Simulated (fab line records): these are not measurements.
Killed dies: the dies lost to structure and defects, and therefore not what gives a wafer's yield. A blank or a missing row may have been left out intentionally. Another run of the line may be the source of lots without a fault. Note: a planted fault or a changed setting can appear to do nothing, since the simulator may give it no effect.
Which of the tools did it? :: flow n5-finfet :: 9 lots, 27 wafers sampled, at 3 steps of a route of 1938

WHAT THE GAUGES READ, wafer by wafer
N5_STI_FIN_REVEAL_FIN_H_MEAS_10.
lot: L707
measured: day 4 01:05
on: ocd-01
trench-depth-nm (nm): 53.2 52.7 53.1

lot: L709
measured: day 4 13:19
on: ocd-02
trench-depth-nm (nm): 52.1 51.6 52.5

lot: L710
measured: day 4 19:44
on: ocd-01
trench-depth-nm (nm): 52.9 51.4 52.5

lot: L714
measured: day 5 18:29
on: ocd-02
trench-depth-nm (nm): 52.2 52.4 51.5

lot: L715
measured: day 6 01:16
on: ocd-01
trench-depth-nm (nm): 52.4 52.8 51.4

lot: L716
measured: day 6 07:50
on: ocd-02
trench-depth-nm (nm): 51.0 51.9 51.5

lot: L719
measured: day 7 01:39
on: ocd-01
trench-depth-nm (nm): 51.6 52.1 51.7

lot: L721
measured: day 7 15:37
on: ocd-01
trench-depth-nm (nm): 52.0 52.1 51.8

lot: L723
measured: day 8 01:20
on: ocd-01
trench-depth-nm (nm): 51.4 51.2 51.5

WHICH TOOL RAN EACH LOT (tool, then ch and the chambers of the sampled wafers, then the start)
lot: L707
N5_FIN_CUT_STRIP_22: rie-diel-05 ch 0,1,2, day 3 16:17
N5_STI_FIN_REVEAL_CMP_04: cmp-01 ch 0,2, day 3 21:34

lot: L709
N5_FIN_CUT_STRIP_22: rie-diel-05 ch 2,3, day 4 04:11
N5_STI_FIN_REVEAL_CMP_04: cmp-04 ch 1,2,3, day 4 09:30

lot: L710
N5_FIN_CUT_STRIP_22: rie-diel-06 ch 0,1,2, day 4 10:34
N5_STI_FIN_REVEAL_CMP_04: cmp-01 ch 0,3, day 4 15:56

lot: L714
N5_FIN_CUT_STRIP_22: rie-diel-05 ch 1,3, day 5 09:40
N5_STI_FIN_REVEAL_CMP_04: cmp-04 ch 0,1,3, day 5 14:59

lot: L715
N5_FIN_CUT_STRIP_22: rie-diel-04 ch 0,2, day 5 15:29
N5_STI_FIN_REVEAL_CMP_04: cmp-04 ch 0,1,3, day 5 21:19

lot: L716
N5_FIN_CUT_STRIP_22: rie-diel-06 ch 0,2,3, day 5 22:52
N5_STI_FIN_REVEAL_CMP_04: cmp-04 ch 1,2,3, day 6 04:24

lot: L719
N5_FIN_CUT_STRIP_22: rie-diel-06 ch 2,3, day 6 15:23
N5_STI_FIN_REVEAL_CMP_04: cmp-03 ch 1,2, day 6 21:51

lot: L721
N5_FIN_CUT_STRIP_22: rie-diel-05 ch 1,3, day 7 05:28
N5_STI_FIN_REVEAL_CMP_04: cmp-04 ch 1,2,3, day 7 12:08

lot: L723
N5_FIN_CUT_STRIP_22: rie-diel-04 ch 0,1, day 7 16:25
N5_STI_FIN_REVEAL_CMP_04: cmp-04 ch 0,3, day 7 21:46
- N5_FIN_CUT_STRIP_22: strips in N2/H2.
- N5_STI_FIN_REVEAL_CMP_04: polishes, stops on Si3N4, t overpolish 4 s, target thk 131.83 nm.

THE ANSWER, worked out from the rows above alone
Rule: usual is defined by the lots themselves. The widest of any qualifying gaps counts: lots, ordered by their means at a reading, are off when they make up no more than a third of the lots, leave a main group of 4 or more, and stand apart from it by 3 or more times the standard deviation of that group's means. The tables above print the reading to a certain number of digits; a main group whose means all agree to those digits is not used. A lot without any number at a reading at which 4 lots or more have one is off too. The other lots that the step has rows for count as sound.
None of the lots is off at any reading shown; this tells nothing.

WHAT THE SIMULATOR PUT IN
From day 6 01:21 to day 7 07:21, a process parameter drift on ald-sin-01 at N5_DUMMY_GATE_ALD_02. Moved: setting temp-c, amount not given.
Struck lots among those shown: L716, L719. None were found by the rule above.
